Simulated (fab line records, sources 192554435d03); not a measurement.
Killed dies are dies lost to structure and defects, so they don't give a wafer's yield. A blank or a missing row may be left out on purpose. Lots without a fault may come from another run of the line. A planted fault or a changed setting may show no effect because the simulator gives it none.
Split-lot experiment | flow n5_finfet | 7 lots, 21 wafers read, on a route of 1938 steps

THE SPLIT
At N5_ZERO_LAYER_COAT_05 (resist thk 1000 nm), the setting spin_rpm was moved away from the recipe's 1500 rpm on 8 of the 21 wafers read, by -9.4% to +4.1%. The other wafers ran this setting at the recipe's value.

FROM THE SPLIT TO THE READING: what the file shows between them, 7 steps
- N5_ZERO_LAYER_EXPOSE_08: exposes mask ZERO, defocus 0 nm, target cd 2000 nm (also split here: dose_mj)
- N5_ZERO_LAYER_PEB_09
- N5_ZERO_LAYER_DEVELOP_10: develop time 60 s
- N5_ZERO_LAYER_HARDBAKE_23: time 120 s
- N5_ZERO_LAYER_CD_MEAS_11: target cd 2000 nm
- N5_ZERO_LAYER_DESCUM_16: chemistry O2, time 7.9 s
- N5_ZERO_LAYER_ETCH_17: etches SiO2 in CF4, target depth 12 nm, time 13.3 s

THE READING
coat_of_ZERO_LAYER_COAT_05.thk_nm (the simulator's own value, which no gauge read), in nm, at N5_ZERO_LAYER_ETCH_18 (etches Si in HBr/Cl2, target depth 120 nm, time 40 s). The file gives no usual value for it. The 13 wafers here that ran the recipe average 930.5 nm, standard deviation 2.3 nm.

wafer  | tool, chamber at the split | spin_rpm as run, rpm | against the recipe | coat_of_ZERO_LAYER_COAT_05.thk_nm, nm | against lot-mates on the recipe
L076.1 | litho_track-03, 0          | 1500                 | recipe             | 929.2                                 | -
L076.5 | litho_track-03, 0          | 1500                 | recipe             | 929.2                                 | -
L076.3 | litho_track-03, 0          | 1500                 | recipe             | 929.9                                 | -
L077.2 | litho_track-05, 0          | 1500                 | recipe             | 928.9                                 | -
L077.3 | litho_track-05, 0          | 1500                 | recipe             | 929.7                                 | -
L077.6 | litho_track-05, 0          | 1561                 | +4.1%              | 909                                   | -20.3
L078.3 | litho_track-05, 0          | 1500                 | recipe             | 927.8                                 | -
L078.4 | litho_track-05, 0          | 1376                 | -8.3%              | 973                                   | +45.2
L078.6 | litho_track-05, 0          | 1376                 | -8.3%              | 972.2                                 | +44.4
L080.3 | litho_track-04, 0          | 1500                 | recipe             | 930.8                                 | -
L080.4 | litho_track-04, 0          | 1500                 | recipe             | 929.7                                 | -
L080.5 | litho_track-04, 0          | 1423                 | -5.1%              | 960.2                                 | +30.0
L083.3 | litho_track-04, 0          | 1500                 | recipe             | 931.9                                 | -
L083.5 | litho_track-04, 0          | 1359                 | -9.4%              | 982.2                                 | +50.3
L083.6 | litho_track-04, 0          | 1359                 | -9.4%              | 985.8                                 | +53.9
L086.1 | litho_track-04, 0          | 1500                 | recipe             | 933.3                                 | -
L086.3 | litho_track-04, 0          | 1500                 | recipe             | 931.4                                 | -
L086.5 | litho_track-04, 0          | 1500                 | recipe             | 927.7                                 | -
L091.1 | litho_track-04, 0          | 1561                 | +4.1%              | 913.2                                 | -23.2
L091.3 | litho_track-04, 0          | 1561                 | +4.1%              | 915                                   | -21.4
L091.4 | litho_track-04, 0          | 1500                 | recipe             | 936.4                                 | -

THE FIT
A straight line over all 21 wafers: coat_of_ZERO_LAYER_COAT_05.thk_nm changes by -5.27 nm for each +1% of spin_rpm; r = -0.99; the points scatter about the line by 2.9 nm.
The same after taking each lot's own level away (the mean of its wafers on the recipe; 21 wafers): -5.48 nm for each +1%; r = -1.00; scatter 1.3 nm.
On that fit, the largest move of spin_rpm shifts the reading by 51 nm.
The lots' own levels span 927.80 to 936.40 nm, that is 3.8 times the standard deviation above.
So the lot-to-lot level changes the slope little: the two slopes agree.
Check: with one of the wafers moved furthest among these (-9.4%) left out of the fit, the line predicts +52.1 nm for it against its lot-mates. It came out at +50.3 nm against them.

OTHER SPLITS ON THESE WAFERS
These wafers also went through other splits before the reading. Each is held against what the fit with the lots' levels taken away leaves over:
other split on the same wafers  | wafers away from the commonest value | r with coat_of_ZERO_LAYER_COAT_05.thk_nm (lot level and that fit taken away)
N5_ZERO_LAYER_EXPOSE_08 dose_mj | 9                                    | +0.16

THE WHOLE CHAIN: every reading that the file lists as answering this split, in the file's order
step                   | what it does                                         | reading                                                                            | change (the file's fit)              | r (the file's)
N5_ZERO_LAYER_COAT_05  | resist thk 1000 nm                                   | coat_of_ZERO_LAYER_COAT_05.thk_nm (the simulator's own value, which no gauge read) | -5.42 nm for each +1% of the setting | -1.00
N5_ZERO_LAYER_ETCH_18  | etches Si in HBr/Cl2, target depth 120 nm, time 40 s | coat_of_ZERO_LAYER_COAT_05.thk_nm (the simulator's own value, which no gauge read) | -5.49 nm for each +1% of the setting | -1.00
N5_ZERO_LAYER_STRIP_24 | strips in O2                                         | strip_time_to_endpoint_s                                                           | withheld for each +1% of the setting | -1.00

THE FILE'S OWN FIT
coat_of_ZERO_LAYER_COAT_05.thk_nm changes by -5.49 nm for each +1% of spin_rpm, r = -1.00.
